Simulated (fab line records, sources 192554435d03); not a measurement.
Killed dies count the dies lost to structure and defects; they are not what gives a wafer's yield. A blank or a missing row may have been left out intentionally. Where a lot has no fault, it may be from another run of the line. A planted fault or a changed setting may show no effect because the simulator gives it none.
fab line records	flow n5-finfet
[record] lots = 6	wafers = 18	last-day = 17
route steps=1938 shown BEOL_M7@1293 PASSIVATION@1936
lots that met no fault: taken from a fault-free run of the same line
start-h: hours from the record's first day to the start of the lot's first wafer shown	wait-h: hours from the lot's prior step to this one	" the same as in the row above	L1.1+2: a row that stands for several wafers	- value missing, or start not given	* or withheld: withheld	< > ~ a bound
route shown NAME@n: a module of which the file shows steps, and the number in the route of the first	usual: mean and standard deviation over wafers with no fault	same: alike in all rows	chamber/n: place in a boat	sites: readings site by site	_std_site: the values' standard deviation	_edge_site: the outer-site mean with the inner-site mean subtracted	radius-mm: how far each site lies from the wafer's centre	mask NAME#n: copy n	behind: the tool/chamber that last shaped the wafer	hold: cause of the lot's hold/its duration in hours/its outcome	device: the n, p or np transistor that did not switch	end of line: at the end of the route, the tests of the same wafers	a step with no rows: only its recipe	killed: not the wafer's yield, but the dies lost to structure and defects at the first sort	map: the dies of a wafer, with x for killed, . for not killed, _ for no die there
set.NAME: the setting the step ran with; set.NAME@STEP: the setting that earlier step ran with	model.NAME: the simulator's own value behind a step, which no gauge read
a table for each step, a row for each wafer; lots at some steps of the route
services: a tool's chamber out of use, with start hour (start-h, from the record's first day; less than 0 if before it), hours out, and reason
[[steps]]
[step N5_BEOL_M7_EXPOSE_25]
[recipe] mask-id = V6	na = 0.33	source-shape = annular	sigma-inner = 0.4	sigma-outer = 0.8	polarization = unpolarized	target-cd-nm = 40	dose-mj = 42.5
[step N5_BEOL_M7_PEB_26]
[recipe] peb-temp-c = 100	peb-time-s = 60	resist = CAR-EUV
[step N5_BEOL_M7_DEVELOP_27]
[recipe] develop-time-s = 30	developer = TMAH	resist = CAR-EUV	rinse-liquid = surfactant-rinse	dry = air-spin	dev-temp-c = 23
[step N5_BEOL_M7_CD_MEAS_28]
[recipe] target-cd-nm = 40	landing-energy-ev = 500	detector = se-inlens
[usual] cd-nm = 39.96/0.27
lot.wafer	tool	chamber	start-h	wait-h	cd-nm
L604.2	cd-sem-02	0	202.46	-	39.94
L604.4	"	0	"	"	39.44
L604.6	"	0	"	"	40.43
L607.2	cd-sem-02	0	231.23	-	40.35
L607.3	"	0	"	"	40.29
L607.4	"	0	"	"	40.11
L613.3	cd-sem-01	0	267.08	-	40.13
L613.4	"	0	"	"	39.73
L613.6	"	0	"	"	40.05
L617.2	cd-sem-01	0	302.35	-	40.04
L617.3	"	0	"	"	39.67
L617.6	"	0	"	"	39.87
L621.4	cd-sem-01	0	317.07	-	39.84
L621.5	"	0	"	"	39.81
L621.6	"	0	"	"	40.03
L620.1	cd-sem-02	0	319.44	-	39.73
L620.4	"	0	"	"	39.91
L620.5	"	0	"	"	39.94
[step N5_BEOL_M7_OVL_MEAS_29]
[recipe] points-per-wafer = 522
[usual] V6_OVL = -0.1/0.62
lot.wafer	tool	chamber	start-h	wait-h	V6_OVL[nm]
L604.2	overlay-01	0	202.50	0.0	0.6
L604.4	"	0	"	"	0.0
L604.6	"	0	"	"	0.2
L607.2	overlay-01	0	231.27	0.0	-0.8
L607.3	"	0	"	"	-0.9
L607.4	"	0	"	"	-1.2
L613.3	overlay-01	0	267.12	0.0	1.4
L613.4	"	0	"	"	0.6
L613.6	"	0	"	"	-0.1
L617.2	overlay-01	0	302.38	0.0	-0.3
L617.3	"	0	"	"	0.0
L617.6	"	0	"	"	0.2
L621.4	overlay-02	0	317.12	0.0	-1.2
L621.5	"	0	"	"	-0.9
L621.6	"	0	"	"	-1.1
L620.1	overlay-02	0	319.47	0.0	0.5
L620.4	"	0	"	"	-0.3
L620.5	"	0	"	"	0.4
[step N5_BEOL_M7_INSPECT_30]
[recipe] mode = adi	inspect-instrument = brightfield
[usual] raw-defect-count = 371/100
lot.wafer	tool	chamber	start-h	wait-h	raw-defect-count
L604.2	defect-inspect-02	-	202.55	0.0	492
L604.4	"	-	"	"	311
L604.6	"	-	"	"	507
L607.2	defect-inspect-02	-	231.32	0.0	374
L607.3	"	-	"	"	292
L607.4	"	-	"	"	338
L613.3	defect-inspect-01	-	267.17	0.0	319
L613.4	"	-	"	"	299
L613.6	"	-	"	"	319
L617.2	defect-inspect-01	-	302.44	0.0	419
L617.3	"	-	"	"	458
L617.6	"	-	"	"	351
L621.4	defect-inspect-01	-	317.16	0.0	345
L621.5	"	-	"	"	336
L621.6	"	-	"	"	314
L620.1	defect-inspect-02	-	319.53	0.1	390
L620.4	"	-	"	"	438
L620.5	"	-	"	"	413
[step N5_BEOL_M7_DESCUM_33]
[recipe] chemistry = O2	time-s = 7	source-power-w = 50	bias-power-w = 20	pressure-mtorr = 20	rf-frequency-hz = 2.712e+07	temp-c = 40	resist = CAR-EUV	o2-flow-sccm = 225
[usual] drypump-motor-current-A = 5.85/0.25	oes-product-au = 0.79/0.084	rf-fwd-power-W = 49.35/0.19	rf-vpp-V = 243.1/1.6	showerhead-plenum-p-Torr = 2.09/0.089	throttle-valve-pct = 20.49/0.25
lot.wafer	tool	chamber	start-h	wait-h	drypump-motor-current-A	oes-product-au	rf-fwd-power-W	rf-hours-counter-h	rf-vpp-V	showerhead-plenum-p-Torr	throttle-valve-pct
L604.2	rie-diel-03	0	202.59	0.0	6.28	0.72	49.23	187	243.3	2.09	20.78
L604.4	"	1	"	"	5.62	0.75	49.55	182	241.4	2.00	20.53
L604.6	"	2	"	"	5.69	0.75	48.87	-	244.4	2.19	20.64
L607.2	rie-diel-04	3	231.36	0.0	6.19	0.73	49.71	189	243.5	2.07	20.73
L607.3	"	1	"	"	6.01	0.83	49.27	93	241.2	2.03	20.18
L607.4	"	0	"	"	5.54	0.72	49.14	202	240.6	1.98	20.46
L613.3	rie-diel-05	0	267.31	0.1	5.82	0.97	49.05	1	242.5	2.06	20.51
L613.4	"	2	"	"	5.83	0.84	49.17	87	245.8	2.22	20.66
L613.6	"	1	"	"	5.65	0.95	49.21	-	243.7	2.06	20.20
L617.2	rie-diel-03	2	302.47	0.0	5.71	0.73	49.16	193	244.2	2.18	20.69
L617.3	"	3	"	"	5.79	0.88	49.44	35	245.4	2.23	20.20
L617.6	"	0	"	"	6.29	0.70	49.37	-	242.9	2.08	20.82
L621.4	rie-diel-03	3	317.19	0.0	5.79	0.88	49.30	39	245.6	2.22	20.17
L621.5	"	0	"	"	6.26	0.69	49.24	-	243.6	2.08	20.82
L621.6	"	1	"	"	5.59	0.71	49.43	-	241.8	1.99	20.58
L620.1	rie-diel-03	3	319.57	0.0	5.80	0.88	49.43	40	246.4	2.23	20.19
L620.4	"	2	"	"	5.68	0.72	49.17	-	242.1	2.18	20.71
L620.5	"	0	"	"	6.27	0.69	49.27	-	244.3	2.07	20.84
[step N5_BEOL_M7_ETCH_72]
[recipe] chemistry = N2/H2	target = underlayer	target-depth-a = 65	mask-material = CAR-EUV	time-s = 5.2	ion-energy-ev = 200	pressure-mtorr = 30	source-w = 840	bias-w = 150	n2-flow-sccm = 200	h2-flow-sccm = 200	ends = cleared
[usual] drypump-motor-current-A = 5.85/0.25	etch-rf-on-time-s = 5.20/0.084	oes-product-au = 0.67/0.073	rf-fwd-power-W = 819.4/2.7	rf-vpp-V = 524/3.3	showerhead-plenum-p-Torr = 2.54/0.1	throttle-valve-pct = 17.92/0.27
lot.wafer	tool	chamber	start-h	wait-h	drypump-motor-current-A	etch-rf-on-time-s	oes-product-au	rf-fwd-power-W	rf-hours-counter-h	rf-vpp-V	showerhead-plenum-p-Torr	throttle-valve-pct
L604.2	rie-diel-03	0	202.62	0.0	6.26	5.16	0.62	817.3	187	523	2.53	18.18
L604.4	"	1	"	"	5.59	5.16	0.63	819.6	182	517	2.44	18.15
L604.6	"	2	"	"	5.72	5.25	0.64	818.9	-	527	2.63	17.92
L607.2	rie-diel-04	3	231.39	0.0	6.22	5.26	0.62	820.6	189	522	2.54	18.21
L607.3	"	1	"	"	6.02	5.32	0.71	821.1	93	522	2.48	17.72
L607.4	"	0	"	"	5.53	5.15	0.62	816.5	202	520	2.41	17.98
L613.3	rie-diel-05	0	267.34	0.0	5.82	5.03	0.84	821.9	1	524	2.50	17.86
L613.4	"	2	"	"	5.82	5.10	0.71	822.8	87	526	2.69	18.06
L613.6	"	1	"	"	5.68	5.22	0.79	822.1	-	523	2.50	17.61
L617.2	rie-diel-03	2	302.50	0.0	5.70	5.16	0.63	823.0	193	526	2.61	17.96
L617.3	"	3	"	"	5.78	5.02	0.78	819.2	35	530	2.70	17.54
L617.6	"	0	"	"	6.30	5.13	0.60	819.5	-	523	2.51	18.24
L621.4	rie-diel-03	3	317.23	0.0	5.81	5.11	0.76	823.6	39	529	2.69	17.56
L621.5	"	0	"	"	6.30	5.23	0.58	822.7	-	521	2.51	18.22
L621.6	"	1	"	"	5.62	5.29	0.62	815.5	-	520	2.42	18.25
L620.1	rie-diel-03	3	319.60	0.0	5.81	5.06	0.76	820.8	40	530	2.69	17.57
L620.4	"	2	"	"	5.73	5.19	0.62	820.4	-	528	2.61	18.00
L620.5	"	0	"	"	6.26	5.22	0.59	824.8	-	522	2.51	18.26
[step N5_BEOL_M7_ETCH_65]
[recipe] chemistry = CF4	target = SiARC	target-depth-a = 156	mask-material = CAR-EUV	time-s = 26	ion-energy-ev = 80	pressure-mtorr = 40	source-w = 545	bias-w = 36	Ar_flow_sccm = 100	cf4-flow-sccm = 100	ends = cleared
[usual] drypump-motor-current-A = 5.85/0.25	etch-rf-on-time-s = 26.0/0.37	oes-product-au = 0.67/0.073	rf-fwd-power-W = 531.8/1.5	rf-vpp-V = 184.0/1.3	showerhead-plenum-p-Torr = 2.14/0.083	throttle-valve-pct = 15.66/0.26
lot.wafer	tool	chamber	start-h	wait-h	drypump-motor-current-A	etch-rf-on-time-s	oes-product-au	rf-fwd-power-W	rf-hours-counter-h	rf-vpp-V	showerhead-plenum-p-Torr	throttle-valve-pct
L604.2	rie-diel-03	0	202.64	0.0	6.27	25.8	0.62	531.6	187	183.6	2.12	15.86
L604.4	"	1	"	"	5.61	25.6	0.64	533.4	182	182.2	2.06	15.80
L604.6	"	2	"	"	5.72	26.1	0.64	532.1	-	184.7	2.21	15.72
L607.2	rie-diel-04	3	231.41	0.0	6.22	26.4	0.62	533.8	189	183.7	2.13	15.94
L607.3	"	1	"	"	6.02	26.3	0.70	532.9	93	182.9	2.08	15.34
L607.4	"	0	"	"	5.49	25.9	0.61	531.1	202	182.8	2.05	15.76
L613.3	rie-diel-05	0	267.36	0.0	5.81	25.7	0.83	530.8	1	182.6	2.11	15.59
L613.4	"	2	"	"	5.78	25.4	0.71	532.8	87	185.5	2.26	15.74
L613.6	"	1	"	"	5.66	26.2	0.80	531.5	-	183.4	2.11	15.30
L617.2	rie-diel-03	2	302.52	0.0	5.73	26.3	0.61	533.4	193	185.8	2.20	15.79
L617.3	"	3	"	"	5.80	25.3	0.77	532.2	35	185.7	2.26	15.31
L617.6	"	0	"	"	6.25	25.7	0.60	530.7	-	185.4	2.11	15.93
L621.4	rie-diel-03	3	317.24	0.0	5.81	25.6	0.76	533.5	39	186.5	2.26	15.32
L621.5	"	0	"	"	6.25	25.9	0.60	531.2	-	184.6	2.11	15.94
L621.6	"	1	"	"	5.60	26.1	0.62	533.0	-	182.8	2.05	15.88
L620.1	rie-diel-03	3	319.62	0.0	5.79	25.7	0.76	531.7	40	184.8	2.26	15.32
L620.4	"	2	"	"	5.70	26.3	0.62	533.4	-	185.4	2.20	15.79
L620.5	"	0	"	"	6.25	26.2	0.59	531.5	-	185.3	2.11	15.94
[step N5_BEOL_M7_ETCH_66]
[recipe] chemistry = N2/H2	target = SOC	target-depth-a = 800	overetch-a = 160	mask-material = SiARC	temp-c = 40	time-s = 120	ion-energy-ev = 200	pressure-mtorr = 30	source-w = 840	bias-w = 150	n2-flow-sccm = 200	h2-flow-sccm = 200
[usual] drypump-motor-current-A = 5.85/0.25	oes-product-au = 0.60/0.064	rf-fwd-power-W = 835.1/2.3	rf-vpp-V = 524/3.1	showerhead-plenum-p-Torr = 2.54/0.1	throttle-valve-pct = 17.88/0.27
lot.wafer	tool	chamber	start-h	wait-h	drypump-motor-current-A	oes-product-au	rf-fwd-power-W	rf-hours-counter-h	rf-vpp-V	showerhead-plenum-p-Torr	throttle-valve-pct
L604.2	rie-diel-03	0	202.66	0.0	6.24	0.56	837.1	187	523	2.52	18.13
L604.4	"	1	"	"	5.58	0.57	838.4	182	521	2.44	18.14
L604.6	"	2	"	"	5.69	0.58	840.6	-	526	2.63	17.88
L607.2	rie-diel-04	3	231.44	0.0	6.23	0.56	836.1	189	525	2.54	18.17
L607.3	"	1	"	"	6.02	0.63	834.2	93	522	2.48	17.66
L607.4	"	0	"	"	5.57	0.55	837.1	202	520	2.41	17.91
L613.3	rie-diel-05	0	267.39	0.0	5.81	0.75	837.7	1	524	2.50	17.83
L613.4	"	2	"	"	5.82	0.64	836.4	87	528	2.69	18.02
L613.6	"	1	"	"	5.67	0.71	835.0	-	524	2.50	17.59
L617.2	rie-diel-03	2	302.55	0.0	5.69	0.56	832.3	193	527	2.61	17.94
L617.3	"	3	"	"	5.81	0.67	835.6	36	529	2.70	17.51
L617.6	"	0	"	"	6.29	0.53	835.0	-	523	2.51	18.19
L621.4	rie-diel-03	3	317.27	0.0	5.81	0.68	838.9	39	528	2.69	17.49
L621.5	"	0	"	"	6.27	0.53	839.8	-	525	2.51	18.18
L621.6	"	1	"	"	5.60	0.55	834.8	-	520	2.42	18.20
L620.1	rie-diel-03	3	319.65	0.0	5.79	0.68	836.2	40	530	2.69	17.52
L620.4	"	2	"	"	5.70	0.56	838.8	-	529	2.61	17.94
L620.5	"	0	"	"	6.30	0.53	833.9	-	523	2.51	18.19
[step N5_BEOL_M7_STRIP_69]
[recipe] chemistry = N2/H2	temp-c = 40	n2-flow-sccm = 200	h2-flow-sccm = 200	rf-frequency-hz = 6e+07
[step N5_BEOL_M7_STRIP_73]
[recipe] chemistry = N2/H2	temp-c = 40	n2-flow-sccm = 200	h2-flow-sccm = 200	rf-frequency-hz = 6e+07
[step N5_BEOL_M7_VIA_ETCH_34]
[recipe] chemistry = C4F6/O2	target = SiCOH_lowk	target-depth-a = 1255	mask-material = SOC	taper-deg = 4	time-s = 50.5	ion-energy-ev = 250	pressure-mtorr = 30	source-w = 345	bias-w = 185	Ar_flow_sccm = 300	C4F6_flow_sccm = 10	O2_flow_sccm = 10
[usual] drypump-motor-current-A = 5.85/0.25	oes_f_703_au = 0.79/0.085	oes-product-au = 0.79/0.086	rf-fwd-power-W = 341.1/1.3	rf-vpp-V = 663/12	showerhead-plenum-p-Torr = 2.85/0.11	throttle-valve-pct = 20.98/0.22
lot.wafer	tool	chamber	start-h	wait-h	drypump-motor-current-A	oes_f_703_au	oes-product-au	rf-fwd-power-W	rf-hours-counter-h	rf-vpp-V	showerhead-plenum-p-Torr	throttle-valve-pct	model.etch.depth-nm	model.SOC_of_BEOL_M7_COAT_63.thk-nm
L604.2	rie-diel-03	0	202.77	0.0	6.29	0.72	0.72	340.7	187	682	2.83	21.16	124.9	54.2
L604.4	"	1	"	"	5.56	0.76	0.74	343.3	182	656	2.74	21.05	125.2	54
L604.6	"	2	"	"	5.74	0.75	0.74	340.4	-	684	2.93	20.92	124.3	54.2
L607.2	rie-diel-04	3	231.54	0.0	6.21	0.72	0.73	343.0	189	662	2.84	21.26	124.5	54.4
L607.3	"	1	"	"	5.99	0.81	0.83	341.5	93	655	2.77	20.67	126	54.2
L607.4	"	0	"	"	5.53	0.72	0.71	341.3	202	659	2.72	21.05	125.4	54.2
L613.3	rie-diel-05	0	267.49	0.0	5.81	0.96	0.97	340.5	1	658	2.80	21.00	128.3	53.8
L613.4	"	2	"	"	5.83	0.85	0.83	343.2	87	641	3.01	21.17	126.8	53.8
L613.6	"	1	"	"	5.67	0.94	0.94	339.9	-	652	2.81	20.65	125.8	53.6
L617.2	rie-diel-03	2	302.65	0.0	5.72	0.72	0.73	340.2	193	681	2.92	20.98	125.3	54.2
L617.3	"	3	"	"	5.77	0.90	0.90	342.6	36	680	3.03	20.69	128.5	54
L617.6	"	0	"	"	6.25	0.70	0.69	342.4	-	683	2.81	21.19	125.6	54.2
L621.4	rie-diel-03	3	317.37	0.0	5.79	0.64	0.83	259.1	39	785	3.03	20.67	113.9	54.2
L621.5	"	0	"	"	6.28	0.50	0.66	258.6	-	785	2.81	21.20	113.7	54.4
L621.6	"	1	"	"	5.53	0.53	0.66	260.2	-	754	2.72	21.08	110.7	54.8
L620.1	rie-diel-03	3	319.75	0.0	5.81	0.64	0.83	257.9	40	785	3.03	20.68	115.2	54.6
L620.4	"	2	"	"	5.68	0.52	0.69	258.9	-	788	2.92	20.96	113.7	54.6
L620.5	"	0	"	"	6.24	0.50	0.66	258.4	-	784	2.81	21.20	114.8	54.8
[step N5_BEOL_M7_STRIP_76]
[recipe] chemistry = C4F6/O2	resist = SiARC	rf-frequency-hz = 6e+07
[step N5_PASSIVATION_PROBE_49]
[usual] defect-limited-yield = 91.0/1.5	killed_at_M0_to_M3 = 34/11	killed_at_M4_up = 14/5.3	killed-at-contacts = 13/7	killed-at-front-end = 41/13	killed-at-other = 4/3.1	killed-dies = 106/17	killed-open = 70/12	killed-short = 35/8	sort_bin_5_function = 5.2/0.98	sort_bin_6_memory = 3.4/0.69	sort_bin_8_speed = 0.00/0.007	sort-n-pass = 1074/17	sort-yield-pct = 91.0/1.5
[same] gross-dies = 1180	killed-at-back-side = 0	sort_bin_4_leakage[%] = 0
lot.wafer	tool	chamber	start-h	wait-h	defect-limited-yield[%]	killed_at_M0_to_M3	killed_at_M4_up	killed-at-contacts	killed-at-front-end	killed-at-other	killed-dies	killed-open	killed-short	sort_bin_5_function[%]	sort_bin_6_memory[%]	sort_bin_8_speed[%]	sort-n-pass	sort-yield-pct[%]
L617.2	prober-02	-	377.21	0.1	91.5	38	14	16	31	1	100	59	41	4.0	3.6	0	1080	91.5
L617.3	prober-02	-	377.26	0.1	92.8	32	7	16	28	2	85	61	23	3.7	3.1	0	1095	92.8
L617.6	prober-02	-	377.41	0.3	91.1	41	11	19	32	2	105	72	33	4.9	3.6	0	1075	91.1
// killed by level:class
L617.2 MOL_CONTACT_COAG:geometric-particle:open=14 BEOL_M2:geometric-particle:open=14 FIN_SAQP:geometric-particle:short=12 BEOL_M0_SAQP:geometric-particle:open=5 BEOL_M3:geometric-particle:open=5 BEOL_M4:geometric-particle:open=5 BEOL_M4:geometric-particle:short=5 FIN_SAQP:geometric-particle:open=4
L617.3 MOL_CONTACT_COAG:geometric-particle:open=15 BEOL_M2:geometric-particle:open=15 BEOL_M4:geometric-particle:open=5 FIN_SAQP:geometric-particle:short=4 STI_FIN_REVEAL:geometric-particle:open=4 GATE_CUT:geometric-particle:short=4 BEOL_M2:geometric-particle:short=4 STARTING-WAFER:geometric-particle:open=4
L617.6 MOL_CONTACT_COAG:geometric-particle:open=17 BEOL_M2:geometric-particle:open=12 BEOL_M0_SAQP:geometric-particle:short=7 BEOL_M2:geometric-particle:short=6 BEOL_M0:geometric-particle:open=6 STARTING-WAFER:geometric-particle:open=6 FIN_SAQP:geometric-particle:short=5 FIN_SAQP:geometric-particle:open=4
[[services]]
tool	chamber	start-h	hours	kind
rie-diel-05	1	210.42	-	clean
rie-diel-05	1	210.42	-	consumable-replace:focus-ring
rie-diel-05	1	210.42	23.2	scheduled-down
rie-diel-05	1	210.42	23.2	vent-cycle
rie-diel-04	-	234.11	1.7	repair
rie-diel-04	0	248.92	19.3	repair
rie-diel-05	0	250.22	-	clean
rie-diel-05	0	250.22	-	consumable-replace:focus-ring
rie-diel-05	-	261.73	0.6	repair
rie-diel-05	-	266.08	0.8	repair
rie-diel-04	1	276.61	5.4	repair
rie-diel-04	-	281.45	0.4	repair
rie-diel-04	1	283.72	16.7	repair
rie-diel-05	1	290.76	9.6	repair
rie-diel-03	1	318.53	5.0	repair
[[key]]
[first-sign] step = N5_BEOL_M7_VIA_ETCH_34	reading = rf-fwd-power-W	direction = down	sigmas = 65	usual = *	struck = *
[effect] step = N5_BEOL_M7_VIA_ETCH_34	reading = rf-vpp-V	direction = up	sigmas = 9.7	usual = 663	struck = 780
[model-effect] step = N5_BEOL_M7_VIA_ETCH_34	value = etch.depth-nm	without = 126.4	struck = 113.7
met-at N5_BEOL_M7_VIA_ETCH_34
struck-wafers L620.1,L620.4,L620.5,L621.4,L621.5,L621.6
onset-between 302.65 317.37
[fault] kind = process-parameter-drift	tool = rie-diel-03	chamber = -	onset-h = 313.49	steps = N5_BEOL_M7_VIA_ETCH_34	channel = source-w	offset = -82.8	shape = step	end-h = 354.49	acts-in = these-recipes-only	stated = 345
